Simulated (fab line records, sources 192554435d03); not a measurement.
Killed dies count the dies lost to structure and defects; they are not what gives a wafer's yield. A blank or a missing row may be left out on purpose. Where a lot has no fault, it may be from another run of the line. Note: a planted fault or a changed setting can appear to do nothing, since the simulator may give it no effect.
Matching of chambers | flow n5_finfet | rie_diel-04 running N5_GATE_CUT_STRIP_42: 4 sister chambers
The step strips in O2. 27 wafers are shown with their chamber, then 12 later ones without.

WAFERS PAIRED WITH THEIR CHAMBERS
wafer  | chamber | throttle_valve_pct (%) | drypump_motor_current_A (A) | showerhead_plenum_p_Torr (Torr)
L074.4 | 3       | 16.77                  | 5.9                         | 2.15
L074.5 | 0       | 16.77                  | 5.6                         | 2.16
L074.6 | 1       | 16.87                  | 6.3                         | 2.17
L076.2 | 1       | 16.85                  | 6.3                         | 2.17
L076.3 | 3       | 16.79                  | 5.9                         | 2.14
L076.5 | 0       | 16.80                  | 5.6                         | 2.16
L078.2 | 0       | 16.81                  | 5.6                         | 2.16
L078.5 | 2       | 16.15                  | 6.2                         | 2.07
L078.6 | 3       | 16.80                  | 5.9                         | 2.14
L080.2 | 3       | 16.82                  | 5.9                         | 2.14
L080.5 | 3       | 16.81                  | 5.9                         | 2.14
L080.6 | 2       | 16.17                  | 6.2                         | 2.07
L081.2 | 1       | 16.87                  | 6.3                         | 2.16
L081.4 | 0       | 16.80                  | 5.6                         | 2.16
L081.5 | 2       | 16.17                  | 6.2                         | 2.07
L083.1 | 2       | 16.15                  | 6.2                         | 2.07
L083.3 | 0       | 16.80                  | 5.6                         | 2.16
L083.4 | 1       | 16.88                  | 6.3                         | 2.16
L084.2 | 1       | 16.88                  | 6.3                         | 2.16
L084.4 | 3       | 16.83                  | 5.9                         | 2.14
L084.6 | 1       | 16.88                  | 6.3                         | 2.16
L085.1 | 0       | 16.81                  | 5.6                         | 2.16
L085.2 | 2       | 16.17                  | 6.2                         | 2.07
L085.6 | 1       | 16.88                  | 6.3                         | 2.16
L088.2 | 1       | 16.88                  | 6.2                         | 2.16
L088.4 | 3       | 16.84                  | 5.9                         | 2.14
L088.5 | 0       | 16.81                  | 5.7                         | 2.15

SIGNATURES (means of the wafers above)
reading                  | chamber 0 | chamber 1 | chamber 2 | chamber 3 | scatter within a chamber
throttle_valve_pct       | 16.8000   | 16.8738   | 16.1620   | 16.8086   | 0.0161
drypump_motor_current_A  | 5.614     | 6.287     | 6.200     | 5.900     | 0.0274
showerhead_plenum_p_Torr | 2.1586    | 2.1625    | 2.0700    | 2.1414    | 0.00374
Rule: a wafer's distance from a chamber is the root of the sum, over the readings, of the square of ((its reading less the chamber's mean) divided by the reading's scatter). If the next closest chamber is less than 2 further off than the closest, the wafer can't be placed; otherwise it belongs to the closest. The scatter is the square root of a quotient: the sum, over the shown wafers, of each reading's squared deviation from its chamber's mean, divided by wafers minus chambers.

WAFERS MISSING THEIR CHAMBER
wafer  | throttle_valve_pct (%) | drypump_motor_current_A (A) | showerhead_plenum_p_Torr (Torr)
L089.2 | 16.81                  | 5.6                         | 2.15
L089.3 | 16.17                  | 6.2                         | 2.07
L089.5 | 16.90                  | 6.3                         | 2.16
L091.1 | 16.83                  | 5.6                         | 2.15
L091.2 | 16.19                  | 6.2                         | 2.07
L091.3 | 16.91                  | 6.3                         | 2.16
L093.2 | 16.85                  | 5.6                         | 2.15
L093.3 | 16.21                  | 6.2                         | 2.06
L093.4 | 16.20                  | 6.2                         | 2.06
L095.2 | 16.38                  | 5.9                         | 2.13
L095.3 | 16.94                  | 6.3                         | 2.15
L095.4 | 16.21                  | 6.2                         | 2.06

EACH ONE'S CHAMBER
wafer  | from the rows above | in truth
L089.2 | 0                   | 0
L089.3 | 2                   | 2
L089.5 | 1                   | 1
L091.1 | 0                   | 0
L091.2 | 2                   | 2
L091.3 | 1                   | 1
L093.2 | 0                   | 0
L093.3 | 2                   | 2
L093.4 | 2                   | 2
L095.2 | 2                   | 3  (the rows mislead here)
L095.3 | 1                   | 1
L095.4 | 2                   | 2
11 of 12 placed correctly. Left unplaced by these rows: 0. Number placed wrongly: 1.
